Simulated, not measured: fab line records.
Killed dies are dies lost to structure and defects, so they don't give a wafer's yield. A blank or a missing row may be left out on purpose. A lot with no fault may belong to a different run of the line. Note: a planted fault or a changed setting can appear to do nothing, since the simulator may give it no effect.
A lot that was struck, set against a sound lot / flow n5_finfet / 37 steps out of a route of 1938
Sound: these wafers, L112.2, L112.3, L112.4. Struck: wafers L102.3, L102.4, L102.5. The cause is named last.
At each step with rows: each side's tool, then ch and its chambers, then its first start. Under that, the readings that differ: sound wafers / struck wafers / difference of the means / sigmas: that difference in standard deviations of wafers without a fault.
alike: readings whose means differ by less than 2 such deviations, and words and numbers that are the same on both sides. not compared: withheld readings, readings that some wafer has no value for, bounds like >300 that may hide the same value, and numbers for which the record gives no deviation and whose values overlap.
Wherever a step has rows on one side only, a row that says differs or no value, or a row with sigmas, the two part there. Non-overlapping numbers with no deviation appear without sigmas and do not part them. A reading missing from all wafers of one side parts the sides only when that side holds two or more wafers.

first, 9 steps without rows for these wafers: N5_BEOL_M4_ANNEAL_95 (time 240 s); N5_BEOL_M4_SPUTTER_96 (material Cu, target thk 4.5 nm, time 8.29 s); N5_BEOL_M4_ECD_50 (material Cu, target thk 300 nm); N5_BEOL_M4_ANNEAL_51 (time 90 s); N5_BEOL_M4_CMP_52 (polishes, stops on SiOC, t overpolish 6.8 s, target thk 40 nm); N5_BEOL_M4_PRE_CLEAN_60 (time 15 s); N5_BEOL_M4_CO_CAP_55 (material Co, precursor CCTBA/H2, target thk 2 nm, time 102.1 s); N5_BEOL_M4_PRE_CLEAN_56 (time 15 s); N5_BEOL_M4_DEP_57 (deposits SiCN from 3MS/NH3, target thk 8 nm, time 14 s).
N5_BEOL_M4_RC_MEAS_101:
  sound on prober-01 ch 0, day 15 05:01; struck on prober-02 ch 0, day 12 19:52
  alike: DIBL_N, DIBL_P, IOFF_N, IOFF_P, ION_N, ION_P, SS_N, SS_P, VT_N, VT_P
then, 24 steps without rows for these wafers: N5_BEOL_M5_ILD_DEP_00 (deposits SiCOH lowk from DEMS/porogen, target thk 140.64 nm, time 25.9 s); N5_BEOL_M5_CURE_79 (cures SiCOH lowk, time 240 s); N5_BEOL_M5_PECVD_70 (deposits SiO2 from TEOS/O2, target thk 16 nm, time 18 s); N5_BEOL_M5_HM_DEP_02 (deposits TiN, target thk 20 nm); N5_BEOL_M5_COAT_59 (time 60 s, resist thk 60 nm); N5_BEOL_M5_COAT_60 (time 60 s, resist thk 12 nm); N5_BEOL_M5_COAT_71 (time 60 s, resist thk 5 nm); N5_BEOL_M5_COAT_05 (resist thk 30 nm); N5_BEOL_M5_EBR_07; N5_BEOL_M5_SOFTBAKE_06 (time 60 s); N5_BEOL_M5_EXPOSE_08 (exposes mask M5, target cd 28 nm); N5_BEOL_M5_PEB_09 (peb time 60 s); N5_BEOL_M5_DEVELOP_10 (develop time 30 s); N5_BEOL_M5_DESCUM_16 (chemistry O2, time 7 s); N5_BEOL_M5_ETCH_72 (etches underlayer in N2/H2, target depth 6.5 nm, time 5.2 s); N5_BEOL_M5_ETCH_61 (etches SiARC in CF4, target depth 15.6 nm, time 26 s); N5_BEOL_M5_ETCH_62 (etches SOC in N2/H2, target depth 75 nm, overetch 15 nm, time 112.5 s); N5_BEOL_M5_STRIP_63 (strips in N2/H2); N5_BEOL_M5_STRIP_73 (strips in N2/H2); N5_BEOL_M5_STRIP_64 (strips in CF4); N5_BEOL_M5_HM_OPEN_17 (chemistry Cl2/BCl3, target TiN, target depth 20 nm, overetch 6 nm); N5_BEOL_M5_STRIP_19 (strips in O2); N5_BEOL_M5_COAT_65 (time 60 s, resist thk 60 nm); N5_BEOL_M5_COAT_66 (time 60 s, resist thk 12 nm).
-- here the record skips 3 days between the struck wafers' starts before and after, leaving off in module BEOL_M5 and picking up in module BEOL_M14 (first step shown: number 1763 of the route) --
N5_BEOL_M14_SPUTTER_44: material Ta, target thk 15 nm, time 24.19 s.
  sound on pvd_sputter-03 at day 18 23:22; struck on pvd_sputter-02 at day 16 06:50
  no value came back on the struck wafers for bias_v (V), cathode_dc_power_W (W), throttle_valve_pct (%); on the sound wafers bias_v (V) reads 79.9 79.2 80.0
N5_BEOL_M14_CMP_49: polishes, stops on SiO2, t overpolish 5.2 s, target thk 560 nm.
  sound on cmp-04 ch 0,2,3, day 19 00:02; struck on cmp-01 ch 0,1,3, day 16 08:29
reading=barrier_field_endpoint_s (s); sound=11.03 11.44 11.24; struck=5.84 5.83 5.89; difference=-5.38; sigmas=-21
  alike: motor_current_A, platen_rpm
N5_PASSIVATION_PROBE_49:
  sound on prober-01 at day 20 03:10; struck on prober-01 at day 17 04:14
reading=defect_limited_yield (%); sound=89.7 89.5 92.4; struck=82.4 78.3 78.9; difference=-10.7; sigmas=-8
reading=killed_at_M4_up; sound=11 16 15; struck=124 134 139; difference=+118; sigmas=+23
reading=killed_dies; sound=122 124 90; struck=208 256 249; difference=+126; sigmas=+8
reading=sort_bin_5_function (%); sound=6.4 6.0 4.3; struck=15.2 16.8 16.3; difference=+10.5; sigmas=+12
reading=sort_n_pass; sound=1058 1056 1090; struck=972 924 931; difference=-126; sigmas=-8
reading=sort_yield_pct (%); sound=89.7 89.5 92.4; struck=82.4 78.3 78.9; difference=-10.7; sigmas=-8
  alike: killed_at_M0_to_M3, killed_at_contacts, killed_at_front_end, killed_at_other, killed_on_rim, killed_open, killed_short, sort_bin_6_memory

WHERE THEY PART
First at N5_BEOL_M14_SPUTTER_44; last, within this record, at N5_PASSIVATION_PROBE_49.

WHY: what had been put in by the simulator
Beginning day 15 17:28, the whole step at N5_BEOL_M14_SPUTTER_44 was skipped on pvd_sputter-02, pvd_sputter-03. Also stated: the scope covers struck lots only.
